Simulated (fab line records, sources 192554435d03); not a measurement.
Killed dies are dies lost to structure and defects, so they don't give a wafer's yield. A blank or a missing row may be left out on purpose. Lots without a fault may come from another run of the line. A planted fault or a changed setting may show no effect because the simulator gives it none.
Which tool did it? | flow n5_finfet | 24 lots, 72 wafers sampled, at 6 steps of a route of 1938

WHAT THE GAUGES READ, wafer by wafer
N5_BEOL_M10_RS_MEAS_57: measures by four-point-probe.
lot  | measured     | on            | M10_RS (ohm/sq)
L075 | day 10 07:58 | film_metro-02 | 0.150 0.150 0.150
L074 | day 10 08:13 | film_metro-01 | 0.149 0.153 0.146
L076 | day 10 13:31 | film_metro-01 | 0.149 0.150 0.149
L077 | day 10 20:04 | film_metro-02 | 0.154 0.153 0.154
L078 | day 11 04:02 | film_metro-02 | 0.152 0.149 0.152
L079 | day 11 11:49 | film_metro-01 | 0.147 0.147 0.150
L080 | day 11 23:38 | film_metro-01 | 0.150 0.152 0.152
L082 | day 12 09:26 | film_metro-02 | 0.149 0.148 0.150
L081 | day 12 10:14 | film_metro-01 | 0.153 0.153 0.153
L085 | day 12 17:22 | film_metro-02 | 0.152 0.153 0.149
L083 | day 12 18:29 | film_metro-02 | 0.143 0.142 0.147
L084 | day 12 18:31 | film_metro-01 | 0.153 0.157 0.154
L087 | day 13 19:11 | film_metro-02 | 0.149 0.149 0.147
L086 | day 14 03:40 | film_metro-01 | 0.153 0.155 0.157
L088 | day 14 04:27 | film_metro-02 | 0.148 0.150 0.148
L089 | day 14 18:32 | film_metro-02 | 0.152 0.154 0.151
L093 | day 14 22:17 | film_metro-01 | 0.149 0.152 0.150
L091 | day 15 01:14 | film_metro-02 | 0.151 0.151 0.148
L090 | day 15 01:52 | film_metro-01 | 0.156 0.152 0.152
L092 | day 15 06:03 | film_metro-02 | 0.155 0.150 0.157
L095 | day 15 23:01 | film_metro-02 | 0.149 0.149 0.154
L094 | day 16 09:22 | film_metro-02 | 0.157 0.153 0.151
L097 | day 16 12:20 | film_metro-02 | 0.151 0.150 0.149
L096 | day 16 23:07 | film_metro-01 | 0.145 0.146 0.140

N5_BEOL_M11_CD_MEAS_28: target cd 70 nm.
lot  | measured     | on        | cd_nm (nm)
L075 | day 10 16:59 | cd_sem-01 | 69.4 69.3 68.9
L074 | day 10 17:09 | cd_sem-02 | 68.5 69.8 69.3
L076 | day 10 16:49 | cd_sem-01 | 69.4 69.3 69.4
L077 | day 11 00:27 | cd_sem-01 | 68.8 69.2 69.5
L078 | day 11 08:41 | cd_sem-01 | 67.6 67.6 68.5
L079 | day 11 19:08 | cd_sem-03 | 70.3 69.3 69.6
L080 | day 12 05:41 | cd_sem-02 | 70.4 70.8 70.3
L082 | day 12 13:46 | cd_sem-03 | 69.0 69.0 69.4
L081 | day 12 13:56 | cd_sem-02 | 69.8 69.4 69.4
L085 | day 13 02:26 | cd_sem-03 | 69.8 69.9 68.2
L083 | day 13 04:05 | cd_sem-02 | 69.3 69.4 68.6
L084 | day 13 06:18 | cd_sem-01 | 68.3 69.3 69.3
L087 | day 14 00:16 | cd_sem-01 | 68.4 69.1 69.1
L086 | day 14 07:19 | cd_sem-01 | 70.4 70.9 70.3
L088 | day 14 07:09 | cd_sem-01 | 70.9 71.8 71.4
L089 | day 14 23:17 | cd_sem-01 | 71.1 69.4 70.8
L093 | day 15 03:01 | cd_sem-01 | 67.5 68.4 69.5
L091 | day 15 05:33 | cd_sem-01 | 70.0 69.7 69.1
L090 | day 15 05:43 | cd_sem-01 | 68.9 69.0 69.9
L092 | day 15 09:14 | cd_sem-02 | 70.0 69.3 69.5
L095 | day 16 05:01 | cd_sem-01 | 68.6 70.6 69.5
L094 | day 16 16:34 | cd_sem-01 | 71.5 70.9 70.4
L097 | day 16 17:35 | cd_sem-02 | 69.2 69.5 68.0
L096 | day 17 04:17 | cd_sem-03 | 68.6 67.6 68.0

WHICH TOOL RAN EACH LOT (tool, then ch and the chambers of the sampled wafers, then the start)
lot  | N5_BEOL_M10_PRE_CLEAN_45     | N5_BEOL_M10_SURFACE_TREAT_76 | N5_BEOL_M11_ETCH_62                | N5_BEOL_M11_STRIP_19
L075 | pvd_sputter-03, day 10 04:10 | pvd_sputter-03, day 10 06:20 | rie_diel-01 ch 0,3, day 10 11:49   | rie_diel-03 ch 1,3, day 10 12:13
L074 | pvd_sputter-03, day 10 06:27 | pvd_sputter-01, day 10 06:53 | rie_diel-06 ch 0,1, day 10 11:28   | rie_diel-03 ch 0,1, day 10 11:55
L076 | pvd_sputter-02, day 10 11:59 | pvd_sputter-02, day 10 12:22 | rie_diel-06 ch 0,1, day 10 14:58   | rie_diel-03 ch 0,1,3, day 10 15:32
L077 | pvd_sputter-02, day 10 18:07 | pvd_sputter-01, day 10 18:30 | rie_diel-06 ch 1,2,3, day 10 22:44 | rie_diel-06 ch 0,1,2, day 10 23:07
L078 | pvd_sputter-03, day 11 01:59 | pvd_sputter-03, day 11 02:26 | rie_diel-06 ch 0,1,2, day 11 06:44 | rie_diel-01 ch 2,3, day 11 07:11
L079 | pvd_sputter-01, day 11 10:04 | pvd_sputter-03, day 11 10:25 | rie_diel-03 ch 1,2, day 11 14:41   | rie_diel-03 ch 0,1,3, day 11 14:59
L080 | pvd_sputter-02, day 11 20:11 | pvd_sputter-02, day 11 20:35 | rie_diel-06 ch 0,1,2, day 12 03:54 | rie_diel-06 ch 0,3, day 12 04:20
L082 | pvd_sputter-02, day 12 07:16 | pvd_sputter-01, day 12 07:52 | rie_diel-03 ch 0,1,3, day 12 12:50 | rie_diel-06 ch 0,1,3, day 12 13:15
L081 | pvd_sputter-01, day 12 07:49 | pvd_sputter-01, day 12 08:17 | rie_diel-06 ch 1,2,3, day 12 12:41 | rie_diel-06 ch 0,2,3, day 12 13:10
L085 | pvd_sputter-01, day 12 15:33 | pvd_sputter-03, day 12 16:05 | rie_diel-06 ch 0,1, day 12 19:40   | rie_diel-03 ch 0,3, day 12 19:58
L083 | pvd_sputter-03, day 12 16:10 | pvd_sputter-03, day 12 16:49 | rie_diel-06 ch 0,2,3, day 13 03:09 | rie_diel-06 ch 0,2,3, day 13 03:26
L084 | pvd_sputter-03, day 12 16:15 | pvd_sputter-03, day 12 16:51 | rie_diel-03 ch 2,3, day 13 03:24   | rie_diel-01 ch 0,3, day 13 03:42
L087 | pvd_sputter-03, day 13 17:39 | pvd_sputter-03, day 13 18:01 | rie_diel-06 ch 0,1,3, day 13 21:51 | rie_diel-01 ch 0,2, day 13 22:09
L086 | pvd_sputter-03, day 14 01:49 | pvd_sputter-02, day 14 02:13 | rie_diel-01 ch 0,1,2, day 14 05:40 | rie_diel-06 ch 0,2,3, day 14 06:05
L088 | pvd_sputter-03, day 14 02:20 | pvd_sputter-03, day 14 02:57 | rie_diel-01 ch 0,1,2, day 14 05:56 | rie_diel-01 ch 0,1,2, day 14 06:19
L089 | pvd_sputter-02, day 14 16:36 | pvd_sputter-03, day 14 17:21 | rie_diel-03 ch 0,1,2, day 14 20:43 | rie_diel-01 ch 0,2, day 14 21:01
L093 | pvd_sputter-03, day 14 20:07 | pvd_sputter-03, day 14 20:43 | rie_diel-01 ch 0,2,3, day 15 01:12 | rie_diel-06 ch 0,1, day 15 01:30
L091 | pvd_sputter-01, day 14 23:04 | pvd_sputter-02, day 15 00:01 | rie_diel-06 ch 0,3, day 15 03:53   | rie_diel-06 ch 2,3, day 15 04:11
L090 | pvd_sputter-02, day 15 00:14 | pvd_sputter-02, day 15 00:38 | rie_diel-03 ch 0,2,3, day 15 04:07 | rie_diel-01 ch 0,2, day 15 04:25
L092 | pvd_sputter-02, day 15 04:14 | pvd_sputter-03, day 15 04:46 | rie_diel-06 ch 0,2,3, day 15 07:37 | rie_diel-06 ch 0,1,3, day 15 07:56
L095 | pvd_sputter-03, day 15 21:02 | pvd_sputter-03, day 15 21:25 | rie_diel-01 ch 0,2,3, day 16 03:10 | rie_diel-06 ch 0,1,3, day 16 03:28
L094 | pvd_sputter-01, day 16 06:19 | pvd_sputter-01, day 16 06:44 | rie_diel-01 ch 0,2, day 16 12:08   | rie_diel-01 ch 0,3, day 16 12:26
L097 | pvd_sputter-02, day 16 10:34 | pvd_sputter-02, day 16 11:01 | rie_diel-03 ch 1,2, day 16 15:47   | rie_diel-01 ch 2,3, day 16 16:05
L096 | pvd_sputter-02, day 16 20:13 | pvd_sputter-01, day 16 20:35 | rie_diel-06 ch 0,2,3, day 17 02:24 | rie_diel-06 ch 0,1,3, day 17 02:43
- N5_BEOL_M10_PRE_CLEAN_45: time 30 s.
- N5_BEOL_M10_SURFACE_TREAT_76
- N5_BEOL_M11_ETCH_62: etches SOC in N2/H2, target depth 110 nm, overetch 22 nm, time 165 s.
- N5_BEOL_M11_STRIP_19: strips in O2.

WHAT THE TOOLS THEMSELVES READ (means of the sampled wafers that have a number; where no wafer has one, the mark that the record gives instead)
N5_BEOL_M10_PRE_CLEAN_45.
lot  | tool           | heater_power_w (W)
L075 | pvd_sputter-03 | 321
L074 | pvd_sputter-03 | 342
L076 | pvd_sputter-02 | 322
L077 | pvd_sputter-02 | 350
L078 | pvd_sputter-03 | 320
L079 | pvd_sputter-01 | 301
L080 | pvd_sputter-02 | 379
L082 | pvd_sputter-02 | 323
L081 | pvd_sputter-01 | 320
L085 | pvd_sputter-01 | 278
L083 | pvd_sputter-03 | 305
L084 | pvd_sputter-03 | 324
L087 | pvd_sputter-03 | 344
L086 | pvd_sputter-03 | 343
L088 | pvd_sputter-03 | 323
L089 | pvd_sputter-02 | 347
L093 | pvd_sputter-03 | 365
L091 | pvd_sputter-01 | 328
L090 | pvd_sputter-02 | 368
L092 | pvd_sputter-02 | 322
L095 | pvd_sputter-03 | 342
L094 | pvd_sputter-01 | 323
L097 | pvd_sputter-02 | 350
L096 | pvd_sputter-02 | 347

N5_BEOL_M10_SURFACE_TREAT_76.
lot  | tool           | ar_flow_sccm (sccm)
L075 | pvd_sputter-03 | 29.98
L074 | pvd_sputter-01 | 30.10
L076 | pvd_sputter-02 | 30.06
L077 | pvd_sputter-01 | 30.11
L078 | pvd_sputter-03 | 29.92
L079 | pvd_sputter-03 | 29.99
L080 | pvd_sputter-02 | 29.80
L082 | pvd_sputter-01 | 30.02
L081 | pvd_sputter-01 | 30.13
L085 | pvd_sputter-03 | 30.02
L083 | pvd_sputter-03 | 30.02
L084 | pvd_sputter-03 | 29.92
L087 | pvd_sputter-03 | 30.06
L086 | pvd_sputter-02 | 29.99
L088 | pvd_sputter-03 | 30.03
L089 | pvd_sputter-03 | 29.88
L093 | pvd_sputter-03 | 30.01
L091 | pvd_sputter-02 | 29.97
L090 | pvd_sputter-02 | 29.94
L092 | pvd_sputter-03 | 29.98
L095 | pvd_sputter-03 | 29.96
L094 | pvd_sputter-01 | 30.10
L097 | pvd_sputter-02 | 30.09
L096 | pvd_sputter-01 | 30.02

N5_BEOL_M11_ETCH_62.
lot  | tool        | drypump_motor_current_A (A) | oes_product_au (a.u.) | rf_vpp_V (V) | showerhead_plenum_p_Torr (Torr) | throttle_valve_pct (%)
L075 | rie_diel-01 | 5.7                         | 0.63                  | 521.1        | 2.46                            | 18.08
L074 | rie_diel-06 | 5.5                         | 0.62                  | 522.5        | 2.47                            | 17.81
L076 | rie_diel-06 | 5.5                         | 0.62                  | 522.5        | 2.47                            | 17.81
L077 | rie_diel-06 | 5.3                         | 0.67                  | 524.8        | 2.55                            | 17.62
L078 | rie_diel-06 | 5.4                         | 0.66                  | 522.4        | 2.46                            | 17.71
L079 | rie_diel-03 | 6.3                         | 0.77                  | 523.4        | 2.52                            | 17.57
L080 | rie_diel-06 | 5.4                         | 0.65                  | 521.8        | 2.46                            | 17.73
L082 | rie_diel-03 | 5.9                         | 0.70                  | 524.8        | 2.60                            | 17.80
L081 | rie_diel-06 | 5.3                         | 0.66                  | 524.1        | 2.54                            | 17.64
L085 | rie_diel-06 | 5.5                         | 0.61                  | 521.9        | 2.46                            | 17.84
L083 | rie_diel-06 | 5.6                         | 0.67                  | 523.1        | 2.51                            | 17.72
L084 | rie_diel-03 | 5.8                         | 0.64                  | 525.0        | 2.57                            | 17.92
L087 | rie_diel-06 | 5.6                         | 0.63                  | 525.0        | 2.51                            | 17.82
L086 | rie_diel-01 | 5.4                         | 0.61                  | 524.1        | 2.56                            | 17.95
L088 | rie_diel-01 | 5.4                         | 0.61                  | 524.4        | 2.56                            | 17.95
L089 | rie_diel-03 | 6.3                         | 0.73                  | 523.8        | 2.55                            | 17.64
L093 | rie_diel-01 | 5.7                         | 0.62                  | 521.8        | 2.49                            | 18.04
L091 | rie_diel-06 | 6.1                         | 0.63                  | 522.1        | 2.47                            | 17.91
L090 | rie_diel-03 | 6.2                         | 0.76                  | 524.5        | 2.56                            | 17.65
L092 | rie_diel-06 | 5.6                         | 0.65                  | 523.0        | 2.50                            | 17.76
L095 | rie_diel-01 | 5.7                         | 0.62                  | 522.2        | 2.49                            | 18.06
L094 | rie_diel-01 | 5.7                         | 0.62                  | 524.0        | 2.53                            | 17.98
L097 | rie_diel-03 | 6.0                         | 0.71                  | 523.6        | 2.55                            | 17.68
L096 | rie_diel-06 | 5.6                         | 0.64                  | 522.8        | 2.50                            | 17.77

N5_BEOL_M11_STRIP_19.
lot  | tool        | drypump_motor_current_A (A) | oes_product_au (a.u.) | rf_vpp_V (V) | showerhead_plenum_p_Torr (Torr) | throttle_valve_pct (%)
L075 | rie_diel-03 | 5.6                         | 0.82                  | 3.3          | 2.15                            | 16.64
L074 | rie_diel-03 | 6.0                         | 0.91                  | 3.7          | 2.15                            | 16.41
L076 | rie_diel-03 | 5.9                         | 0.85                  | 3.4          | 2.16                            | 16.58
L077 | rie_diel-06 | 5.4                         | 0.78                  | 4.2          | 2.04                            | 16.62
L078 | rie_diel-01 | 6.0                         | 0.77                  | 3.3          | 2.06                            | 16.70
L079 | rie_diel-03 | 5.9                         | 0.84                  | 3.8          | 2.16                            | 16.61
L080 | rie_diel-06 | 5.9                         | 0.76                  | 3.7          | 2.12                            | 16.73
L082 | rie_diel-06 | 5.7                         | 0.73                  | 3.9          | 2.08                            | 16.79
L081 | rie_diel-06 | 5.6                         | 0.79                  | 4.1          | 2.07                            | 16.59
L085 | rie_diel-03 | 5.8                         | 0.76                  | 3.9          | 2.17                            | 16.82
L083 | rie_diel-06 | 5.6                         | 0.78                  | 3.9          | 2.07                            | 16.60
L084 | rie_diel-01 | 5.4                         | 0.73                  | 3.2          | 2.06                            | 16.98
L087 | rie_diel-01 | 5.7                         | 0.75                  | 3.6          | 2.09                            | 16.75
L086 | rie_diel-06 | 5.6                         | 0.78                  | 3.7          | 2.07                            | 16.63
L088 | rie_diel-01 | 5.3                         | 0.73                  | 3.9          | 2.10                            | 16.77
L089 | rie_diel-01 | 5.5                         | 0.74                  | 4.3          | 2.08                            | 16.90
L093 | rie_diel-06 | 5.5                         | 0.91                  | 3.6          | 2.04                            | 16.56
L091 | rie_diel-06 | 5.5                         | 0.78                  | 4.5          | 2.13                            | 16.56
L090 | rie_diel-01 | 5.5                         | 0.73                  | 3.3          | 2.08                            | 16.90
L092 | rie_diel-06 | 5.7                         | 0.82                  | 4.2          | 2.08                            | 16.67
L095 | rie_diel-06 | 5.7                         | 0.80                  | 3.6          | 2.08                            | 16.68
L094 | rie_diel-01 | 5.7                         | 0.71                  | 3.5          | 2.03                            | 17.01
L097 | rie_diel-01 | 6.0                         | 0.73                  | 2.9          | 2.05                            | 16.78
L096 | rie_diel-06 | 5.7                         | 0.79                  | 3.8          | 2.08                            | 16.70

THE ANSWER, worked out from the rows above alone
Rule: what is usual is taken from the lots themselves. Put in order of their means at a reading, lots are off if they are a third of the lots or fewer, leave a main group of 4 or more, and stand apart from it by a gap of 3 or more times the standard deviation of the main group's means; of several such gaps the widest counts. A main group whose means are all the same, to the digits that the tables above print for the reading, isn't used. A lot without any number at a reading at which 4 lots or more have one is off too. The other lots that the step has rows for count as sound. The gauges are gone through in route order, then the tools' own readings, and for those a lot's mean is taken as printed above. The first step at which some lot is off is used, and at that step the reading that is off furthest; a lot without a number counts as furthest.
No lot is off at any reading shown: from this, nothing can be told.

WHAT THE SIMULATOR HAD PUT IN
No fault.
